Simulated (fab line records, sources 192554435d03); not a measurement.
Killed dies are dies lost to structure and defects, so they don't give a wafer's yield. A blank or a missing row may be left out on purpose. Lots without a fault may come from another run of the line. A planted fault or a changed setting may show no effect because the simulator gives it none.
fab line records | flow n5_finfet
record lots=5 wafers=15 last_day=16
route steps=1938 shown FIN_SAQP@106
lots that met no fault: from a run of the same line without faults
start_h: hours from the record's first day to the start of the lot's first wafer shown | wait_h: hours since the lot's step before | " the same as in the row above | L1.1+2: a row that stands for several wafers | - no value, or no start given | * or withheld: withheld | < > ~ a bound
route shown NAME@n: a module of which the file shows steps, and the number in the route of the first | usual: mean/standard deviation of fault-free wafers | same: alike in all rows | chamber/n: place in a boat | sites: the reading at each site | _std_site: their standard deviation | _edge_site: outer sites' mean less inner sites' | radius_mm: how far each site lies from the wafer's centre | mask NAME#n: copy n | behind: the tool/chamber that last shaped the wafer | hold: why the lot was held/for how many hours/how that ended | device: the transistor (n, p or np) that didn't switch | end of line: the same wafers' tests at the end of the route | a step without rows: its recipe alone | killed: dies lost to structure and defects at the first sort, not the wafer's yield | map: a wafer's dies, x killed, . not, _ none there
set.NAME: the setting as run; set.NAME@STEP: as run at that earlier step | model.NAME: the simulator's own value behind a step, which no gauge read
lots at some steps of the route; a table a step, a row a wafer
services: from which hour (start_h, from the record's first day; less than 0 if before it) a tool's chamber was out of use, for how many hours, and why
## steps
# step N5_FIN_SAQP_EBR_12
# recipe solvent=PGMEA ebr_width_mm=1.5
# same ebr_width_mm=1.5
# columns lot.wafer tool chamber start_h wait_h
L083.3+4+6 litho_track-04 0 - -
L090.1+5+6 litho_track-04 0 - -
L091.2+5+6 litho_track-01 0 - -
L092.1+3+4 litho_track-03 0 - -
L093.4+5+6 litho_track-01 0 - -
# step N5_FIN_SAQP_SOFTBAKE_11
# recipe temp_c=110 time_s=60 resist=CAR-ArF
# columns lot.wafer tool chamber start_h wait_h
L083.3+4+6 litho_track-04 0 - -
L090.1+5+6 litho_track-04 0 - -
L091.2+5+6 litho_track-01 0 - -
L092.1+3+4 litho_track-03 0 - -
L093.4+5+6 litho_track-01 0 - -
# step N5_FIN_SAQP_EXPOSE_13
# recipe mask_id=FIN_CORE na=1.35 source_shape=dipole sigma_inner=0.538 sigma_outer=0.738 polarization=te target_cd_nm=35.6 dose_mj=63.25
# usual exposure_dose_mJ_cm2=63.20/0.066 stage_vel_mm_s=499.95/0.29
# columns lot.wafer tool chamber start_h wait_h mask exposure_dose_mJ_cm2 stage_vel_mm_s
L083.3 arfi_scanner-01 0 78.42 - FIN_CORE#0 63.31 499.31
L083.4 " 0 " " FIN_CORE#0 63.27 499.28
L083.6 " 0 " " FIN_CORE#0 63.27 499.76
L090.1 arfi_scanner-01 0 118.08 - FIN_CORE#0 63.13 499.92
L090.5 " 0 " " FIN_CORE#0 63.03 499.73
L090.6 " 0 " " FIN_CORE#0 63.18 499.78
L091.2 arfi_scanner-02 0 123.87 - FIN_CORE#0 63.20 499.41
L091.5 " 0 " " FIN_CORE#0 63.15 499.32
L091.6 " 0 " " FIN_CORE#0 63.13 499.65
L092.1 arfi_scanner-03 0 130.73 - FIN_CORE#0 63.24 500.48
L092.3 " 0 " " FIN_CORE#0 63.31 500.19
L092.4 " 0 " " FIN_CORE#0 63.28 499.98
L093.4 arfi_scanner-02 0 135.48 - FIN_CORE#0 63.26 499.90
L093.5 " 0 " " FIN_CORE#0 63.40 499.59
L093.6 " 0 " " FIN_CORE#0 63.25 499.82
# step N5_FIN_SAQP_PEB_14
# recipe peb_temp_c=withheld peb_time_s=60 resist=CAR-ArF
# columns lot.wafer tool chamber start_h wait_h
L083.3+4+6 litho_track-04 0 78.47 0.0
L090.1+5+6 litho_track-04 0 118.14 0.1
L091.2+5+6 litho_track-04 0 123.92 0.0
L092.1+3+4 litho_track-04 0 130.79 0.1
L093.4+5+6 litho_track-04 0 135.52 0.0
# step N5_FIN_SAQP_DEVELOP_15
# recipe develop_time_s=30 developer=TMAH resist=CAR-ArF dev_temp_c=23 rinse_liquid=diw dry=air_spin
# columns lot.wafer tool chamber start_h wait_h
L083.3+4+6 litho_track-04 0 - -
L090.1+5+6 litho_track-04 0 - -
L091.2+5+6 litho_track-04 0 - -
L092.1+3+4 litho_track-04 0 - -
L093.4+5+6 litho_track-04 0 - -
# step N5_FIN_SAQP_CD_MEAS_16
# recipe target_cd_nm=35.6 landing_energy_ev=500 detector=se_inlens
# usual cd_nm=35.6/0.33
# columns lot.wafer tool chamber start_h wait_h cd_nm
L083.3 cd_sem-01 0 78.54 - 35.8
L083.4 " 0 " " 36.1
L083.6 " 0 " " 35.2
L090.1 cd_sem-01 0 118.21 - 35.3
L090.5 " 0 " " 34.8
L090.6 " 0 " " 35.9
L091.2 cd_sem-02 0 123.99 - 35.3
L091.5 " 0 " " 35.8
L091.6 " 0 " " 36.0
L092.1 cd_sem-03 0 130.86 - 35.3
L092.3 " 0 " " 35.7
L092.4 " 0 " " 35.7
L093.4 cd_sem-02 0 135.59 - 35.4
L093.5 " 0 " " 34.9
L093.6 " 0 " " 35.0
# step N5_FIN_SAQP_OVL_MEAS_17
# recipe points_per_wafer=44
# usual FIN_CORE_OVL=0.1/0.77
# columns lot.wafer tool chamber start_h wait_h FIN_CORE_OVL[nm]
L083.3 overlay-01 0 78.58 0.0 -0.5
L083.4 " 0 " " 0.3
L083.6 " 0 " " -1.0
L090.1 overlay-02 0 118.25 0.0 1.1
L090.5 " 0 " " 0.7
L090.6 " 0 " " 1.3
L091.2 overlay-01 0 124.03 0.0 -1.5
L091.5 " 0 " " 0.5
L091.6 " 0 " " 0.2
L092.1 overlay-01 0 130.90 0.0 0.9
L092.3 " 0 " " 1.3
L092.4 " 0 " " -0.4
L093.4 overlay-01 0 135.63 0.0 0.3
L093.5 " 0 " " 0.9
L093.6 " 0 " " 0.3
# step N5_FIN_SAQP_INSPECT_18
# recipe mode=adi inspect_instrument=brightfield
# usual raw_defect_count=403/120
# columns lot.wafer tool chamber start_h wait_h raw_defect_count
L083.3 defect_inspect-01 - 78.60 0.0 285
L083.4 " - " " 440
L083.6 " - " " 349
L090.1 defect_inspect-02 - 118.27 0.0 426
L090.5 " - " " 325
L090.6 " - " " 662
L091.2 defect_inspect-02 - 124.05 0.0 484
L091.5 " - " " 600
L091.6 " - " " 475
L092.1 defect_inspect-01 - 130.93 0.0 619
L092.3 " - " " 720
L092.4 " - " " 578
L093.4 defect_inspect-01 - 135.65 0.0 487
L093.5 " - " " 472
L093.6 " - " " 483
# step N5_FIN_SAQP_DESCUM_21
# recipe chemistry=O2 time_s=7.9 source_power_w=50 bias_power_w=20 pressure_mtorr=20 rf_frequency_hz=2.712e+07 temp_c=40 resist=CAR-ArF o2_flow_sccm=225
# usual drypump_motor_current_A=5.5/0.36 oes_product_au=0.79/0.096 rf_vpp_V=243.2/1.5 showerhead_plenum_p_Torr=2.08/0.082 throttle_valve_pct=20.34/0.14
# columns lot.wafer tool chamber start_h wait_h drypump_motor_current_A oes_product_au rf_hours_counter_h rf_vpp_V showerhead_plenum_p_Torr throttle_valve_pct
L083.3 rie_diel-02 1 78.64 0.0 5.0 0.97 0 243.5 2.16 20.21
L083.4 " 3 " " 5.4 1.00 4 243.8 2.13 20.21
L083.6 " 3 " " 5.4 0.99 - 245.3 2.14 20.21
L090.1 rie_diel-05 1 118.49 0.2 5.6 0.76 168 240.6 1.98 20.34
L090.5 " 1 " " 5.5 0.76 - 241.5 1.98 20.34
L090.6 " 0 " " 5.0 0.82 - 244.3 2.12 20.01
L091.2 rie_diel-02 1 124.09 0.0 5.0 0.91 15 244.3 2.15 20.21
L091.5 " 1 " " 4.9 0.91 - 244.0 2.16 20.23
L091.6 " 2 " " 5.9 0.72 - 245.1 2.16 20.43
L092.1 rie_diel-02 3 130.97 0.0 5.3 0.94 21 243.0 2.13 20.23
L092.3 " 0 " " 5.7 0.72 184 240.8 1.99 20.39
L092.4 " 2 " " 5.9 0.73 182 245.4 2.16 20.42
L093.4 rie_diel-02 2 135.68 0.0 5.9 0.73 183 244.8 2.16 20.43
L093.5 " 1 " " 5.0 0.91 - 244.7 2.15 20.21
L093.6 " 0 " " 5.6 0.73 - 242.1 1.99 20.39
# step N5_FIN_SAQP_ETCH_51
# recipe chemistry=CF4 target=SiARC target_depth_a=455 mask_material=CAR-ArF time_s=75.8 ion_energy_ev=80 pressure_mtorr=40 source_w=545 bias_w=36 Ar_flow_sccm=100 cf4_flow_sccm=100 ends=cleared
# usual drypump_motor_current_A=5.5/0.36 etch_rf_on_time_s=76.3/1.4 oes_product_au=0.67/0.08 rf_vpp_V=184.0/1.1 showerhead_plenum_p_Torr=2.14/0.075 throttle_valve_pct=15.60/0.18
# columns lot.wafer tool chamber start_h wait_h drypump_motor_current_A etch_rf_on_time_s oes_product_au rf_hours_counter_h rf_vpp_V showerhead_plenum_p_Torr throttle_valve_pct
L083.3 rie_diel-02 1 78.67 0.0 5.0 76.4 0.81 0 183.6 2.20 15.27
L083.4 " 3 " " 5.4 74.8 0.84 4 184.9 2.20 15.46
L083.6 " 3 " " 5.4 75.0 0.83 - 186.4 2.20 15.46
L090.1 rie_diel-05 1 118.52 0.0 5.5 77.7 0.64 168 183.0 2.06 15.75
L090.5 " 1 " " 5.6 77.8 0.64 - 182.3 2.06 15.74
L090.6 " 0 " " 5.0 75.4 0.70 - 185.2 2.17 15.24
L091.2 rie_diel-02 1 124.12 0.0 4.9 75.3 0.77 15 182.8 2.20 15.30
L091.5 " 1 " " 4.9 76.5 0.77 - 183.9 2.20 15.30
L091.6 " 2 " " 5.9 75.5 0.63 - 184.8 2.22 15.78
L092.1 rie_diel-02 3 131.00 0.0 5.4 75.1 0.80 21 184.5 2.20 15.51
L092.3 " 0 " " 5.7 76.4 0.62 184 183.4 2.05 15.62
L092.4 " 2 " " 5.9 74.4 0.63 182 184.5 2.22 15.79
L093.4 rie_diel-02 2 135.72 0.0 5.9 74.6 0.63 183 183.9 2.22 15.79
L093.5 " 1 " " 5.0 75.9 0.77 - 183.3 2.20 15.29
L093.6 " 0 " " 5.6 78.6 0.60 - 183.6 2.05 15.64
# step N5_FIN_SAQP_ETCH_52
# recipe chemistry=N2/H2 target=SOC target_depth_a=1000 overetch_a=200 mask_material=SiARC temp_c=40 time_s=150 ion_energy_ev=200 pressure_mtorr=30 source_w=840 bias_w=150 n2_flow_sccm=200 h2_flow_sccm=200 ends=end_point
# usual drypump_motor_current_A=5.5/0.36 oes_product_au=0.71/0.08 rf_vpp_V=523.7/2.7 showerhead_plenum_p_Torr=2.54/0.088 throttle_valve_pct=17.80/0.24
# columns lot.wafer tool chamber start_h wait_h drypump_motor_current_A oes_product_au rf_hours_counter_h rf_vpp_V showerhead_plenum_p_Torr throttle_valve_pct
L083.3 rie_diel-02 1 78.73 0.0 5.0 0.86 0 525.2 2.60 17.40
L083.4 " 3 " " 5.4 0.87 4 526.5 2.59 17.52
L083.6 " 3 " " 5.4 0.87 - 525.8 2.59 17.53
L090.1 rie_diel-05 1 118.58 0.0 5.5 0.68 168 520.6 2.44 17.96
L090.5 " 1 " " 5.5 0.68 - 520.4 2.44 17.96
L090.6 " 0 " " 5.0 0.74 - 525.0 2.58 17.40
L091.2 rie_diel-02 1 124.18 0.0 5.0 0.81 16 525.7 2.60 17.44
L091.5 " 1 " " 5.0 0.81 - 525.8 2.60 17.43
L091.6 " 2 " " 5.9 0.65 - 526.2 2.65 18.00
L092.1 rie_diel-02 3 131.06 0.0 5.4 0.82 21 525.0 2.58 17.56
L092.3 " 0 " " 5.7 0.65 184 520.4 2.44 18.09
L092.4 " 2 " " 5.9 0.65 182 526.4 2.65 18.00
L093.4 rie_diel-02 2 135.77 0.0 5.9 0.65 183 525.9 2.65 17.98
L093.5 " 1 " " 5.0 0.79 - 525.9 2.59 17.44
L093.6 " 0 " " 5.6 0.65 - 522.3 2.44 18.09
# step N5_FIN_SAQP_STRIP_53
# recipe chemistry=N2/H2 temp_c=40 n2_flow_sccm=200 h2_flow_sccm=200 rf_frequency_hz=6e+07
# columns lot.wafer tool chamber start_h wait_h
L083.3+4+6 rie_diel-02 1,3,3 78.82 0.0
L090.1+5+6 rie_diel-05 1,1,0 118.68 0.0
L091.2+5+6 rie_diel-02 1,1,2 124.27 0.0
L092.1+3+4 rie_diel-02 3,0,2 131.16 0.0
L093.4+5+6 rie_diel-02 2,1,0 135.87 0.0
# step N5_FIN_SAQP_HM_OPEN_73
# recipe chemistry=CHF3/O2 target=SiO2 stop_on=a-Si target_depth_a=120 over_etch_frac=1.8 mask_material=SOC time_s=16.8 pressure_mtorr=30 source_w=650 bias_w=170 Ar_flow_sccm=200 CHF3_flow_sccm=50 O2_flow_sccm=5 ion_energy_ev=200 ends=end_point
# usual drypump_motor_current_A=5.5/0.36 oes_product_au=0.47/0.054 rf_vpp_V=523/7.5 showerhead_plenum_p_Torr=2.41/0.083 throttle_valve_pct=18.78/0.2
# columns lot.wafer tool chamber start_h wait_h drypump_motor_current_A oes_product_au rf_hours_counter_h rf_vpp_V showerhead_plenum_p_Torr throttle_valve_pct
L083.3 rie_diel-02 1 78.83 0.0 5.0 0.58 0 516 2.48 18.51
L083.4 " 3 " " 5.4 0.58 4 521 2.45 18.59
L083.6 " 3 " " 5.4 0.58 - 521 2.46 18.60
L090.1 rie_diel-05 1 118.69 0.0 5.6 0.46 168 530 2.32 18.95
L090.5 " 1 " " 5.6 0.45 - 533 2.32 18.97
L090.6 " 0 " " 5.0 0.50 - 522 2.43 18.32
L091.2 rie_diel-02 1 124.28 0.0 5.0 0.54 16 517 2.47 18.55
L091.5 " 1 " " 5.0 0.53 - 515 2.47 18.55
L091.6 " 2 " " 5.9 0.44 - 512 2.49 18.96
L092.1 rie_diel-02 3 131.17 0.0 5.4 0.55 21 522 2.45 18.62
L092.3 " 0 " " 5.6 0.44 184 528 2.31 18.84
L092.4 " 2 " " 5.9 0.44 182 511 2.49 18.97
L093.4 rie_diel-02 2 135.88 0.0 5.9 0.43 183 511 2.49 18.96
L093.5 " 1 " " 5.0 0.54 - 517 2.47 18.55
L093.6 " 0 " " 5.6 0.43 - 530 2.31 18.86
# step N5_FIN_SAQP_STRIP_74
# recipe chemistry=CHF3/O2 resist=SiARC rf_frequency_hz=6e+07
# columns lot.wafer tool chamber start_h wait_h
L083.3+4+6 rie_diel-02 1,3,3 78.89 0.0
L090.1+5+6 rie_diel-05 1,1,0 118.74 0.0
L091.2+5+6 rie_diel-02 1,1,2 124.34 0.0
L092.1+3+4 rie_diel-02 3,0,2 131.22 0.0
L093.4+5+6 rie_diel-02 2,1,0 135.93 0.0
# step N5_FIN_SAQP_MANDREL_ETCH_22
# recipe target_depth_a=600 chemistry=HBr/Cl2 target=a-Si stop_on=SiNx bt_time_s=10 over_etch_frac=0.5 time_s=30 pressure_mtorr=10 icp_w=800 bias_w=75 HBr_flow_sccm=150 Cl2_flow_sccm=80 ends=end_point
# usual drypump_motor_current_A=6.0/0.42 he_backside_leak_sccm=2.80/0.28 mfc_cl2_sccm=80.01/0.23 oes_product_au=0.772/0.015 throttle_valve_pct=35.5/0.32
# columns lot.wafer tool chamber start_h wait_h drypump_motor_current_A he_backside_leak_sccm mfc_cl2_sccm oes_product_au rf_hours_counter_h throttle_valve_pct
L083.3 rie_si-03 2 78.93 0.0 6.4 2.68 79.68 0.767 19 36.0
L083.4 " 1 " " 5.6 2.76 79.79 0.776 111 35.4
L083.6 " 1 " " 5.7 2.67 80.06 0.778 - 35.5
L090.1 rie_si-01 2 118.77 0.0 5.4 3.26 80.54 0.770 182 35.2
L090.5 " 0 " " 6.0 2.91 80.06 0.766 - 35.6
L090.6 " 3 " " 6.7 2.56 79.87 0.787 - 35.2
L091.2 rie_si-04 2 124.37 0.0 5.4 2.75 79.78 0.789 94 35.0
L091.5 " 2 " " 5.5 2.81 79.95 0.793 - 35.0
L091.6 " 3 " " 6.3 2.52 79.63 0.746 - 35.5
L092.1 rie_si-04 1 131.25 0.0 6.1 2.75 79.79 0.790 91 35.8
L092.3 " 0 " " 5.6 3.51 79.70 0.736 172 35.4
L092.4 " 3 " " 6.3 2.56 80.14 0.755 88 35.6
L093.4 rie_si-04 1 135.97 0.0 6.1 2.70 80.19 0.804 91 35.7
L093.5 " 1 " " 6.1 2.89 80.04 0.804 - 35.7
L093.6 " 2 " " 5.4 2.80 80.34 0.786 - 35.0
# step N5_FIN_SAQP_STRIP_55
# recipe chemistry=N2/H2 power_w=500 temp_c=40 pressure_mtorr=50 rf_frequency_hz=6e+07 overash_fraction=0.3 bias_power_w=28 h2_frac=0.5 n2_flow_sccm=300 h2_flow_sccm=300
# usual drypump_motor_current_A=5.5/0.38 oes_product_au=0.78/0.093 rf_vpp_V=121.8/1.5 showerhead_plenum_p_Torr=3.34/0.12 throttle_valve_pct=18.9/0.36
# columns lot.wafer tool chamber start_h wait_h drypump_motor_current_A oes_product_au rf_hours_counter_h rf_vpp_V showerhead_plenum_p_Torr throttle_valve_pct
L083.3 rie_diel-02 3 79.11 0.1 5.4 0.99 5 124.9 3.41 18.6
L083.4 " 0 " " 5.7 0.74 167 122.1 3.24 19.7
L083.6 " 1 " " 5.0 0.97 - 122.9 3.43 18.4
L090.1 rie_diel-02 2 118.87 0.1 5.9 0.72 178 119.3 3.50 19.0
L090.5 " 3 " " 5.4 0.96 - 122.2 3.41 18.6
L090.6 " 0 " " 5.6 0.73 - 120.9 3.24 19.6
L091.2 rie_diel-02 3 124.47 0.1 5.4 0.94 19 123.6 3.41 18.6
L091.5 " 1 " " 5.0 0.91 - 121.4 3.43 18.4
L091.6 " 2 " " 5.9 0.72 - 124.6 3.50 19.0
L092.1 rie_diel-05 1 131.72 0.4 5.5 0.75 174 120.0 3.22 19.1
L092.3 " 2 " " 5.9 0.72 179 119.2 3.49 19.1
L092.4 " 0 " " 5.0 0.81 - 124.7 3.41 18.4
L093.4 rie_diel-05 1 136.06 0.1 5.5 0.75 175 119.1 3.22 19.1
L093.5 " 0 " " 5.0 0.81 - 123.9 3.41 18.4
L093.6 " 3 " " 5.7 0.97 - 122.9 3.58 18.6
## services
# columns tool chamber start_h hours kind
rie_diel-02 1 54.22 - clean
rie_diel-02 1 54.22 - consumable_replace:focus_ring
rie_diel-02 1 54.22 14.8 scheduled_down
rie_diel-02 1 54.22 14.8 vent_cycle
arfi_scanner-02 - 58.30 1.0 pm
arfi_scanner-01 - 59.06 1.3 pm
rie_diel-02 - 63.38 14.6 pm
arfi_scanner-03 - 64.63 0.8 pm
rie_si-01 - 74.99 0.5 repair
arfi_scanner-02 - 76.17 2.3 repair
rie_si-01 - 90.86 0.3 repair
arfi_scanner-01 - 92.74 1.0 pm
arfi_scanner-02 - 93.21 1.3 pm
arfi_scanner-01 - 107.38 1.8 repair
rie_diel-02 - 110.97 2.8 pm
rie_diel-05 0 113.45 3.9 repair
rie_diel-05 - 116.55 0.5 repair
rie_diel-05 3 117.37 - clean
rie_diel-05 3 117.37 - consumable_replace:focus_ring
rie_diel-05 3 117.37 - consumable_replace:showerhead
rie_diel-05 3 117.37 14.9 scheduled_down
arfi_scanner-01 - 125.03 3.9 pm
arfi_scanner-03 - 125.31 4.9 pm
arfi_scanner-02 - 131.34 1.0 pm
## key
fault none
